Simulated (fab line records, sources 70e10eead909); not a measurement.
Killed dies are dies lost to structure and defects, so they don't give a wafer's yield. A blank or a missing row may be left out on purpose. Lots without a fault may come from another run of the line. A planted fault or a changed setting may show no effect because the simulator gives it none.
Chamber matching | flow nand_harc | NHARC_P_M0_CMP_23 on cmp-04: 4 sister chambers
The step polishes, t overpolish 20 s, target thk 117.54 nm. 8 wafers are shown with their chamber, then 9 later ones without.

WAFERS WITH THEIR CHAMBER
wafer  | chamber | motor_current_A (A) | time_to_endpoint_s (s)
L078.2 | 2       | 11.4                | 27.7
L081.5 | 3       | 11.6                | 32.6
L082.1 | 1       | 12.2                | 29.6
L082.4 | 2       | 12.1                | 31.0
L082.5 | 0       | 11.3                | 30.6
L083.2 | 1       | 12.2                | 28.6
L083.3 | 3       | 11.7                | 26.6
L083.4 | 0       | 11.5                | 25.0

WAFERS WITHOUT THEIR CHAMBER
wafer  | motor_current_A (A) | time_to_endpoint_s (s)
L090.2 | 11.9                | 31.1
L090.3 | 11.5                | 28.9
L090.6 | 12.1                | 30.8
L093.2 | 11.9                | 30.4
L093.4 | 12.4                | 28.0
L093.6 | 12.4                | 28.3
L095.1 | 12.4                | 29.0
L095.4 | 11.2                | 30.5
L095.6 | 11.6                | 30.0

WHICH CHAMBER EACH WENT THROUGH
wafer  | from the rows above               | in truth
L090.2 | can't be placed: 2 or 3 or 1 or 0 | 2
L090.3 | can't be placed: 0 or 3 or 2      | 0
L090.6 | can't be placed: 1 or 2 or 3      | 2
L093.2 | can't be placed: 2 or 3 or 1 or 0 | 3
L093.4 | can't be placed: 1 or 2           | 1
L093.6 | can't be placed: 1 or 2           | 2
L095.1 | can't be placed: 1 or 2           | 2
L095.4 | can't be placed: 0 or 3 or 2      | 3
L095.6 | can't be placed: 3 or 2 or 0      | 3
Placed correctly: 0 of 9. Can't be placed from these rows: 9 (the true chamber is among the candidates in 9). Placed wrongly: 0.
How it was worked out, from the rows above alone: a wafer's distance from a chamber is the root of the sum, over the readings, of the square of ((its reading less the chamber's mean) divided by the reading's scatter). The wafer belongs to the nearest chamber; if the next one is less than 2 further off, it can't be placed. A chamber's mean is the mean of its shown wafers. The scatter: the root of (the sum of the squares of (reading less its chamber's mean) over the shown wafers, divided by (wafers less chambers)).
